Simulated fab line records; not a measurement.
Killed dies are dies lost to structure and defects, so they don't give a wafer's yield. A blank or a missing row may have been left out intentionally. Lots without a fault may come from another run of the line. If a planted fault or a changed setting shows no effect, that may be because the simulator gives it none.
Which tool was responsible? ; flow n5 finfet ; Sampling: 23 lots, 69 wafers, 6 of 1938 route steps

== WHAT EACH GAUGE READ, for each wafer ==
The record lacks any reading of a measuring or inspecting step that a usual standard deviation could be used to judge.

== WHAT TOOL EACH LOT RAN ON (gives the tool, then ch and the chambers of the sampled wafers, and finally the start) ==
lot;N5_PMOS_HMC_CHANNEL_EPI_DESCUM_14;N5_PMOS_HMC_CHANNEL_EPI_STRIP_33;N5_PMOS_HMC_CHANNEL_EPI_ETCH_38;N5_PMOS_HMC_CHANNEL_EPI_CMP_21;N5_FIN_SAQP_MANDREL_ETCH_22;N5_FIN_SAQP_ETCH_67
L074;rie diel-03 ch 1,2,3, day 1 17:28;rie diel-03 ch 1,2,3, day 1 17:36;rie si-05 ch 1,2,3, day 1 17:54;cmp-03 ch 0,3, day 1 19:26;rie si-04 ch 0,3, day 1 22:35;rie diel-02 ch 0,2,3, day 2 01:20
L075;rie diel-06 ch 0,1, day 1 23:26;rie diel-06 ch 0,1, day 1 23:34;rie si-05 ch 0,3, day 1 23:52;cmp-03 ch 0,2, day 2 01:24;rie si-04 ch 0,2, day 2 03:47;rie diel-01 ch 1,3, day 2 06:19
L076;rie diel-05 ch 0,1,2, day 2 05:37;rie diel-05 ch 0,1,2, day 2 05:45;rie si-05 ch 0,1,2, day 2 06:04;cmp-04 ch 0,2,3, day 2 07:59;rie si-02 ch 1,2,3, day 2 10:22;rie diel-02 ch 0,1,3, day 2 12:52
L077;rie diel-03 ch 0,1,3, day 2 11:32;rie diel-03 ch 0,1,3, day 2 11:40;rie si-05 ch 0,2, day 2 11:58;cmp-03 ch 0,2, day 2 13:30;rie si-01 ch 0,1,3, day 2 16:14;rie diel-04 ch 0,2,3, day 2 19:32
L078;rie diel-05 ch 0,1,2, day 2 17:27;rie diel-05 ch 0,1,2, day 2 17:35;rie si-06 ch 1,2,3, day 2 17:53;cmp-03 ch 0,2,3, day 2 19:25;rie si-02 ch 0,2,3, day 2 22:01;rie diel-01 ch 1,2,3, day 3 01:04
L079;rie diel-06 ch 1,2,3, day 3 00:16;rie diel-06 ch 1,2,3, day 3 00:24;rie si-03 ch 0,1,2, day 3 00:43;cmp-03 ch 0,1,3, day 3 02:14;rie si-01 ch 0,2,3, day 3 05:01;rie diel-01 ch 0,2,3, day 3 07:37
L080;rie diel-05 ch 0,1,2, day 3 05:11;rie diel-05 ch 0,1,2, day 3 05:19;rie si-05 ch 0,1,2, day 3 05:38;cmp-03 ch 1,2,3, day 3 07:09;rie si-04 ch 1,2,3, day 3 09:58;rie diel-04 ch 0,1,3, day 3 12:34
L081;rie diel-06 ch 1,2,3, day 3 11:18;rie diel-06 ch 1,2,3, day 3 11:26;rie si-06 ch 0,1,3, day 3 11:44;cmp-02 ch 0,1, day 3 13:18;rie si-04 ch 0,2,3, day 3 15:52;rie diel-02 ch 0,3, day 3 18:38
L082;rie diel-05 ch 0,2,3, day 3 17:32;rie diel-05 ch 0,2,3, day 3 17:41;rie si-03 ch 0,1,3, day 3 17:59;cmp-02 ch 0,2,3, day 3 20:03;rie si-04 ch 0,1,2, day 3 22:39;rie diel-02 ch 1,2,3, day 4 01:27
L083;rie diel-03 ch 0,1, day 3 23:53;rie diel-03 ch 0,1, day 4 00:01;rie si-05 ch 0,2, day 4 00:20;cmp-04 ch 1,2, day 4 01:52;rie si-01 ch 0,2, day 4 04:58;rie diel-02 ch 0,1,2, day 4 07:30
L084;rie diel-05 ch 0,1, day 4 05:58;rie diel-05 ch 0,1, day 4 06:07;rie si-05 ch 0,1,2, day 4 06:26;cmp-03 ch 0,3, day 4 08:02;rie si-04 ch 2,3, day 4 10:46;rie diel-04 ch 0,3, day 4 13:16
L085;rie diel-05 ch 0,3, day 4 12:15;rie diel-05 ch 0,3, day 4 12:23;rie si-05 ch 1,2, day 4 12:41;cmp-03 ch 1,2, day 4 14:21;rie si-04 ch 1,2, day 4 17:01;rie diel-01 ch 0,1,3, day 4 19:44
L086;rie diel-06 ch 0,1,3, day 4 17:05;rie diel-06 ch 0,1,3, day 4 17:13;rie si-05 ch 0,1,3, day 4 17:44;cmp-02 ch 1,2,3, day 4 19:42;rie si-04 ch 0,2, day 4 22:41;rie diel-02 ch 0,1,3, day 5 02:18
L087;rie diel-03 ch 1,3, day 4 23:55;rie diel-03 ch 1,3, day 5 00:02;rie si-05 ch 1,3, day 5 00:33;cmp-03 ch 1,2, day 5 02:07;rie si-01 ch 0,1, day 5 05:40;rie diel-02 ch 0,1,3, day 5 09:20
L088;rie diel-06 ch 0,1,2, day 5 05:38;rie diel-06 ch 0,1,2, day 5 05:46;rie si-06 ch 0,2,3, day 5 06:04;cmp-03 ch 1,2, day 5 07:44;rie si-04 ch 0,1, day 5 10:50;rie diel-04 ch 0,2,3, day 5 13:33
L089;rie diel-03 ch 0,3, day 5 11:44;rie diel-03 ch 0,3, day 5 11:52;rie si-05 ch 0,3, day 5 12:10;cmp-04 ch 2,3, day 5 14:40;rie si-04 ch 1,2, day 5 17:11;rie diel-01 ch 1,2,3, day 5 19:49
L090;rie diel-05 ch 0,1, day 5 18:20;rie diel-05 ch 0,1, day 5 18:28;rie si-05 ch 1,2, day 5 18:46;cmp-03 ch 0,1,3, day 5 20:24;rie si-04 ch 0,3, day 5 23:07;rie diel-01 ch 0,1,3, day 6 01:40
L091;rie diel-03 ch 1,2, day 5 23:14;rie diel-03 ch 1,2, day 5 23:22;rie si-06 ch 0,1, day 5 23:41;cmp-04 ch 1,2, day 6 01:12;rie si-02 ch 0,1,2, day 6 03:49;rie diel-02 ch 0,2, day 6 06:29
L092;rie diel-03 ch 0,1, day 6 05:19;rie diel-03 ch 0,1, day 6 05:26;rie si-05 ch 0,2,3, day 6 05:57;cmp-03 ch 0,1, day 6 09:12;rie si-04 ch 1,3, day 6 11:53;rie diel-02 ch 0,1,3, day 6 14:25
L093;rie diel-03 ch 0,3, day 6 11:14;rie diel-03 ch 0,3, day 6 11:22;rie si-05 ch 1,2,3, day 6 11:41;cmp-03 ch 2,3, day 6 13:20;rie si-04 ch 0,1,2, day 6 17:45;rie diel-01 ch 0,3, day 6 20:26
L095;rie diel-05 ch 2,3, day 7 00:27;rie diel-05 ch 2,3, day 7 00:35;rie si-05 ch 0,1,3, day 7 00:53;cmp-02 ch 2,3, day 7 02:25;rie si-04 ch 1,3, day 7 05:25;rie diel-02 ch 1,2,3, day 7 08:20
L096;rie diel-03 ch 2,3, day 7 05:24;rie diel-03 ch 2,3, day 7 05:32;rie si-03 ch 0,2,3, day 7 05:50;cmp-03 ch 0,1,3, day 7 07:51;rie si-04 ch 0, day 7 10:58;rie diel-01 ch 1,3, day 7 13:40
L097;rie diel-05 ch 0,1,3, day 7 11:30;rie diel-05 ch 0,1,3, day 7 11:38;rie si-05 ch 0,1,3, day 7 11:56;cmp-04 ch 1,3, day 7 13:30;rie si-04 ch 0,1, day 7 16:06;rie diel-01 ch 0,1,2, day 7 18:46
- N5_PMOS_HMC_CHANNEL_EPI_DESCUM_14: chemistry O2, time 7.9 s.
- N5_PMOS_HMC_CHANNEL_EPI_STRIP_33: strips in N2/H2.
- N5_PMOS_HMC_CHANNEL_EPI_ETCH_38: etches SiO2 in CF4, target depth 1.5 nm.
- N5_PMOS_HMC_CHANNEL_EPI_CMP_21: polishes SiGe30, target thk 54 nm.
- N5_FIN_SAQP_MANDREL_ETCH_22: etches a-Si in HBr/Cl2, stops on SiNx, target depth 60 nm, bt time 10 s, time 30 s.
- N5_FIN_SAQP_ETCH_67: etches SiNx in CH3F/O2, target depth 30 nm.

== AS READ BY THE TOOLS THEMSELVES (means over the sampled wafers that have a number; for cases with no such wafer, the mark the record gives instead) ==
N5_PMOS_HMC_CHANNEL_EPI_DESCUM_14. Usual: drypump motor current A 5.8 A, standard deviation 0.45; oes product au 0.74 a.u., standard deviation 0.045; rf vpp V 243.8 V, standard deviation 1.2; showerhead plenum p Torr 2.14 Torr, standard deviation 0.053; throttle valve pct 20.48 %, standard deviation 0.18.
lot;tool;drypump motor current A (A);oes product au (a.u.);rf vpp V (V);showerhead plenum p Torr (Torr);throttle valve pct (%);flag
L074;rie diel-03;6.0;0.75;244.5;2.16;20.62;
L075;rie diel-06;5.7;0.72;244.4;2.20;20.34;
L076;rie diel-05;5.6;0.76;244.5;2.19;20.31;
L077;rie diel-03;6.1;0.73;244.5;2.17;20.51;
L078;rie diel-05;5.6;0.76;243.9;2.19;20.32;
L079;rie diel-06;5.9;0.78;242.9;2.08;20.41;
L080;rie diel-05;5.6;0.76;244.9;2.18;20.32;
L081;rie diel-06;5.9;0.76;243.2;2.08;20.42;
L082;rie diel-05;5.9;0.74;244.6;2.15;20.33;
L083;rie diel-03;6.1;0.73;245.4;2.16;20.40;
L084;rie diel-05;5.2;0.76;244.4;2.18;20.28;
L085;rie diel-05;5.5;0.74;243.7;2.15;20.28;
L086;rie diel-06;5.5;0.73;243.1;2.14;20.46;
L087;rie diel-03;6.2;0.70;243.8;2.15;20.57;
L088;rie diel-06;6.0;0.75;243.6;2.14;20.42;
L089;rie diel-03;5.9;0.72;244.0;2.16;20.51;
L090;rie diel-05;5.2;0.75;245.1;2.18;20.29;
L091;rie diel-03;6.1;0.72;244.1;2.15;20.58;
L092;rie diel-03;6.1;0.71;244.3;2.16;20.43;
L093;rie diel-03;5.9;0.72;244.9;2.16;20.52;
L095;rie diel-05;6.1;0.69;243.0;2.11;20.48;
L096;rie diel-03;5.8;0.71;243.1;2.15;20.78;
L097;rie diel-05;5.5;0.71;244.1;2.14;20.44;

N5_PMOS_HMC_CHANNEL_EPI_STRIP_33. Usual: drypump motor current A 5.9 A, standard deviation 0.45; oes product au 0.74 a.u., standard deviation 0.047; rf vpp V 54.3 V, standard deviation 1.7; showerhead plenum p Torr 3.44 Torr, standard deviation 0.092; throttle valve pct 19.3 %, standard deviation 0.47.
lot;tool;drypump motor current A (A);oes product au (a.u.);rf vpp V (V);showerhead plenum p Torr (Torr);throttle valve pct (%);flag
L074;rie diel-03;6.0;0.75;55.0;3.49;19.6;
L075;rie diel-06;5.7;0.72;54.7;3.48;18.7;
L076;rie diel-05;5.6;0.76;55.3;3.51;19.0;
L077;rie diel-03;6.1;0.72;53.7;3.51;19.6;
L078;rie diel-05;5.6;0.75;54.5;3.51;19.1;
L079;rie diel-06;5.9;0.77;53.5;3.31;18.8;
L080;rie diel-05;5.6;0.77;52.5;3.51;19.1;
L081;rie diel-06;5.8;0.77;55.0;3.31;18.8;
L082;rie diel-05;6.0;0.73;55.3;3.45;19.1;
L083;rie diel-03;6.1;0.72;54.1;3.51;19.3;
L084;rie diel-05;5.2;0.77;53.6;3.50;18.8;
L085;rie diel-05;5.6;0.73;53.1;3.44;18.8;
L086;rie diel-06;5.5;0.73;53.0;3.38;18.7;
L087;rie diel-03;6.2;0.69;53.4;3.50;19.6;
L088;rie diel-06;6.1;0.75;55.2;3.40;18.9;
L089;rie diel-03;5.9;0.73;55.2;3.51;19.6;
L090;rie diel-05;5.3;0.75;54.7;3.50;18.8;
L091;rie diel-03;6.2;0.73;54.8;3.46;19.4;
L092;rie diel-03;6.1;0.71;53.7;3.50;19.3;
L093;rie diel-03;5.9;0.71;54.6;3.51;19.6;
L095;rie diel-05;6.2;0.70;54.4;3.38;19.4;
L096;rie diel-03;5.8;0.72;57.4;3.47;19.9;
L097;rie diel-05;5.5;0.71;54.4;3.44;19.1;

N5_PMOS_HMC_CHANNEL_EPI_ETCH_38. Usual: drypump motor current A 5.6 A, standard deviation 0.44; oes product au 1.010 a.u., standard deviation 0.028; throttle valve pct 21.89 %, standard deviation 0.23.
lot;tool;drypump motor current A (A);oes product au (a.u.);throttle valve pct (%);flag
L074;rie si-05;5.7;1.002;21.94;
L075;rie si-05;5.8;1.012;21.71;
L076;rie si-05;5.4;1.018;21.95;
L077;rie si-05;5.2;0.998;21.94;
L078;rie si-06;5.4;1.015;21.90;
L079;rie si-03;5.6;1.009;21.96;
L080;rie si-05;5.4;1.018;21.94;
L081;rie si-06;5.4;1.028;21.71;
L082;rie si-03;6.1;1.014;22.11;
L083;rie si-05;5.2;0.997;21.94;
L084;rie si-05;5.4;1.007;21.95;
L085;rie si-05;5.5;1.024;22.07;
L086;rie si-05;5.8;1.015;21.82;
L087;rie si-05;6.1;1.013;21.81;
L088;rie si-06;5.5;0.996;22.04;
L089;rie si-05;6.0;0.998;21.70;
L090;rie si-05;5.3;1.000;22.05;
L091;rie si-06;5.5;1.020;21.71;
L092;rie si-05;5.6;1.003;21.82;
L093;rie si-05;5.7;0.999;21.92;
L095;rie si-05;5.9;1.021;21.83;
L096;rie si-03;5.9;0.995;21.82;
L097;rie si-05;5.8;1.016;21.82;

N5_PMOS_HMC_CHANNEL_EPI_CMP_21. Usual: motor current A 11.5 A, standard deviation 1.1; slurry filter dp kPa 13.49 kPa, standard deviation 0.14.
lot;tool;motor current A (A);slurry filter dp kPa (kPa);flag
L074;cmp-03;10.7;13.57;
L075;cmp-03;11.2;13.50;
L076;cmp-04;11.0;13.53;
L077;cmp-03;11.6;13.45;
L078;cmp-03;11.0;13.63;
L079;cmp-03;11.4;13.56;
L080;cmp-03;11.8;13.47;
L081;cmp-02;12.8;13.42;
L082;cmp-02;11.6;13.37;
L083;cmp-04;11.4;13.49;
L084;cmp-03;10.8;13.55;
L085;cmp-03;12.1;13.50;
L086;cmp-02;11.5;13.51;
L087;cmp-03;12.7;13.53;
L088;cmp-03;12.5;13.40;
L089;cmp-04;11.1;13.37;
L090;cmp-03;11.4;13.42;
L091;cmp-04;11.1;13.41;
L092;cmp-03;12.4;13.51;
L093;cmp-03;10.8;13.53;
L095;cmp-02;10.5;13.47;
L096;cmp-03;11.6;13.52;
L097;cmp-04;11.2;13.29;

N5_FIN_SAQP_MANDREL_ETCH_22. Usual: drypump motor current A 5.4 A, standard deviation 0.42; oes product au 0.770 a.u., standard deviation 0.015; throttle valve pct 35.2 %, standard deviation 0.3.
lot;tool;drypump motor current A (A);oes product au (a.u.);throttle valve pct (%);flag
L074;rie si-04;5.3;0.766;35.1;
L075;rie si-04;4.9;0.785;35.1;
L076;rie si-02;5.4;0.754;35.4;
L077;rie si-01;5.8;0.756;35.3;
L078;rie si-02;5.3;0.769;35.6;
L079;rie si-01;5.9;0.773;34.9;
L080;rie si-04;5.3;0.777;35.1;
L081;rie si-04;5.1;0.767;35.1;
L082;rie si-04;5.3;0.769;35.2;
L083;rie si-01;5.9;0.777;34.5;
L084;rie si-04;5.0;0.773;34.9;
L085;rie si-04;5.5;0.776;35.3;
L086;rie si-04;4.9;0.769;35.1;
L087;rie si-01;5.7;0.764;35.3;
L088;rie si-04;5.7;0.754;35.3;
L089;rie si-04;5.1;0.788;35.1;
L090;rie si-04;5.2;0.772;35.0;
L091;rie si-02;5.3;0.766;35.4;
L092;rie si-04;5.7;0.771;35.3;
L093;rie si-04;5.3;0.763;35.2;
L095;rie si-04;5.4;0.793;35.1;
L096;rie si-04;5.3;0.756;35.2;
L097;rie si-04;5.5;0.766;35.3;

N5_FIN_SAQP_ETCH_67. Usual: drypump motor current A 5.6 A, standard deviation 0.46; oes product au 0.79 a.u., standard deviation 0.096; rf vpp V 301 V, standard deviation 9.7; showerhead plenum p Torr 2.00 Torr, standard deviation 0.055; throttle valve pct 16.3 %, standard deviation 0.36.
lot;tool;drypump motor current A (A);oes product au (a.u.);rf vpp V (V);showerhead plenum p Torr (Torr);throttle valve pct (%);flag
L074;rie diel-02;6.2;0.72;304;1.99;16.5;
L075;rie diel-01;5.0;0.79;296;2.04;15.9;
L076;rie diel-02;5.9;0.78;298;1.97;16.3;
L077;rie diel-04;5.5;0.79;300;2.04;16.3;
L078;rie diel-01;5.3;0.75;300;2.05;16.2;
L079;rie diel-01;5.4;0.77;298;2.06;16.2;
L080;rie diel-04;5.6;0.71;293;1.99;16.6;
L081;rie diel-02;6.1;0.73;299;1.99;16.7;
L082;rie diel-02;5.9;0.75;304;1.98;16.2;
L083;rie diel-02;5.9;0.75;302;1.96;16.3;
L084;rie diel-04;5.8;0.70;298;2.00;16.6;
L085;rie diel-01;5.3;0.75;306;2.06;16.1;
L086;rie diel-02;5.9;0.76;299;1.96;16.4;
L087;rie diel-02;5.9;0.76;299;1.96;16.4;
L088;rie diel-04;5.5;0.76;300;2.03;16.4;
L089;rie diel-01;5.3;0.82;300;2.05;16.1;
L090;rie diel-01;5.3;0.74;305;2.06;16.1;
L091;rie diel-02;6.2;0.98;303;1.96;16.2;
L092;rie diel-02;5.9;0.84;299;1.96;16.3;
L093;rie diel-01;5.1;0.78;295;2.03;16.0;
L095;rie diel-02;5.9;0.81;303;1.97;16.1;
L096;rie diel-01;5.0;0.84;296;2.02;15.9;
L097;rie diel-01;5.6;0.86;310;2.06;16.1;

== THE ANSWER, worked out from the rows above alone ==
Rule: a lot is off if the mean of its wafers that have a number lies more than 3 standard deviations from the usual mean. Also off: a lot with no number at a reading for which 4 or more lots have one. All remaining lots with rows at the step are treated as sound. First the gauges in route order, then the tools' own readings, where a lot's mean is used as printed above. The first step at which some lot is off is used, and at that step the reading that is off furthest; a lot without a number counts as furthest.
None of the lots is off at any reading shown; this tells nothing.

== WHAT THE SIMULATOR PUT IN ==
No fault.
